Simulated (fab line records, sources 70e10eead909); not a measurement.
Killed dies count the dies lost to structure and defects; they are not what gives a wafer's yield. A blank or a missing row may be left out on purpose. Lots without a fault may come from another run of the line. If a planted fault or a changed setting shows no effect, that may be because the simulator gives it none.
Matching of chambers	flow nand-harc	4 sister chambers for NHARC_A_STAIRCASE_CMP_472 on cmp-01
The step polishes SiO2. 8 wafers are shown with their chamber, then 11 later ones without.

== EACH WAFER AND ITS CHAMBER ==
wafer	chamber	motor-current-A (A)
L077.4	2	13.1
L077.6	2	12.4
L083.1	1	12.4
L084.1	1	12.5
L084.6	0	11.0
L089.3	0	11.0
L089.5	3	11.8
L086.1	3	11.8

== WAFERS WITHOUT THEIR CHAMBER ==
wafer	motor-current-A (A)
L086.3	12.1
L086.5	11.3
L086.2	10.8
L086.4	12.3
L086.6	11.2
L091.2	12.9
L091.5	12.1
L091.6	12.8
L095.3	12.6
L095.5	11.9
L095.6	11.4

== WHICH CHAMBER EACH ONE RAN IN ==
wafer	from the rows above	in truth
L086.3	can't be placed: 3 or 1 or 2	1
L086.5	can't be placed: 0 or 3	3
L086.2	0	0
L086.4	can't be placed: 1 or 2 or 3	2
L086.6	can't be placed: 0 or 3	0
L091.2	can't be placed: 2 or 1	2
L091.5	can't be placed: 3 or 1 or 2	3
L091.6	can't be placed: 2 or 1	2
L095.3	can't be placed: 1 or 2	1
L095.5	can't be placed: 3 or 1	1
L095.6	can't be placed: 0 or 3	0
Correctly placed: 1 of 11. These rows do not allow placing 10 (true chamber among the candidates in 10). Wrongly placed: 0.
How it was worked out, from the rows above alone: a wafer's distance from a chamber is the root of the sum, over the readings, of the square of ((its reading less the chamber's mean) divided by the reading's scatter). If the next closest chamber is less than 2 further off than the closest, the wafer can't be placed; otherwise it belongs to the closest. A chamber's mean is the mean of its shown wafers. The scatter: the root of (the sum of the squares of (reading less its chamber's mean) over the shown wafers, divided by (wafers less chambers)).
